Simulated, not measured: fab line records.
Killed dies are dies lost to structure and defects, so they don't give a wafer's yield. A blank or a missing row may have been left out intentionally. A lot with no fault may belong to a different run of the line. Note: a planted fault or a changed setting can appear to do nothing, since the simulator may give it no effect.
Which tool is to blame?    flow nand harc    Sampling: 10 lots, 30 wafers, 4 of 1159 route steps

WHAT THE GAUGES SHOWED, per wafer
NHARC_A_BONDPAD_CD_MEAS_09: target cd 500 nm.
lot   measured      on         cd nm (nm)
L825  day 18 10:07  cd sem-03  501.3 500.8 501.3
L826  day 18 13:15  cd sem-02  501.9 499.5 496.3
L828  day 18 15:19  cd sem-03  501.5 499.9 497.0
L827  day 18 15:55  cd sem-03  502.2 503.8 502.9
L836  day 21 04:21  cd sem-02  510.1 507.5 513.3
L840  day 22 16:34  cd sem-02  501.2 500.6 497.7
L842  day 22 18:58  cd sem-03  496.0 501.3 499.5
L839  day 22 19:16  cd sem-03  504.5 509.1 507.5
L845  day 23 01:16  cd sem-02  505.0 503.1 506.7
L846  day 23 06:04  cd sem-01  496.6 497.0 495.7

WHAT TOOL EACH LOT RAN ON (gives the tool, then ch and the chambers of the sampled wafers, and finally the start)
lot   NHARC_A_M1_ETCH_28                             NHARC_A_M1_DEP_33                NHARC_A_BONDPAD_EXPOSE_06
L825  rie diel-05 ch 1,3, day 18 08:01 or earlier    pecvd-01 ch 0,1,2, day 18 08:01  krf scanner-04 ch 0, day 18 09:58
L826  rie diel-11 ch 1,2, day 18 11:29 or earlier    pecvd-04 ch 0,2, day 18 11:29    krf scanner-01 ch 0, day 18 13:07
L828  rie diel-05 ch 0,2, day 18 13:32 or earlier    pecvd-04 ch 0,2, day 18 13:32    krf scanner-04 ch 0, day 18 15:11
L827  rie diel-05 ch 0,3, day 18 14:06 or earlier    pecvd-03 ch 1,2, day 18 14:06    krf scanner-04 ch 0, day 18 15:46
L836  rie diel-11 ch 0,2,3, day 21 02:38 or earlier  pecvd-04 ch 0,2, day 21 02:38    krf scanner-04 ch 0, day 21 04:12
L840  rie diel-05 ch 0,1,3, day 22 14:30 or earlier  pecvd-03 ch 0,1,2, day 22 14:30  krf scanner-01 ch 0, day 22 16:25
L842  rie diel-12 ch 0,1,3, day 22 17:01 or earlier  pecvd-04 ch 0,2, day 22 17:01    krf scanner-01 ch 0, day 22 18:49
L839  rie diel-11 ch 0,3, day 22 17:18 or earlier    pecvd-03 ch 0,2, day 22 17:18    krf scanner-04 ch 0, day 22 19:07
L845  rie diel-11 ch 0,1,3, day 22 23:30 or earlier  pecvd-01 ch 1,2, day 22 23:30    krf scanner-03 ch 0, day 23 01:07
L846  rie diel-12 ch 0,1,2, day 23 04:08 or earlier  pecvd-04 ch 1,2, day 23 04:08    krf scanner-03 ch 0, day 23 05:55
- NHARC_A_M1_ETCH_28: etches the open film in CF4/N2, target depth 30 nm, time 72.99 s.
- NHARC_A_M1_DEP_33: deposits SiCN, target thk 30 nm.
- NHARC_A_BONDPAD_EXPOSE_06: exposes mask A BPAD.

THE ANSWER, worked out from the rows above alone
Rule: usual is defined by the lots themselves. Put in order of their means at a reading, lots are off if they are a third of the lots or fewer, leave a main group of 4 or more, and stand apart from it by a gap of 3 or more times the standard deviation of the main group's means; of several such gaps the widest counts. Not used: any main group whose means are identical at the precision the tables above print for the reading. A lot without any number at a reading at which 4 lots or more have one is off too. The other lots that the step has rows for count as sound.
No lot is off at any reading shown: from this, nothing can be told.

WHAT THE SIMULATOR PUT IN
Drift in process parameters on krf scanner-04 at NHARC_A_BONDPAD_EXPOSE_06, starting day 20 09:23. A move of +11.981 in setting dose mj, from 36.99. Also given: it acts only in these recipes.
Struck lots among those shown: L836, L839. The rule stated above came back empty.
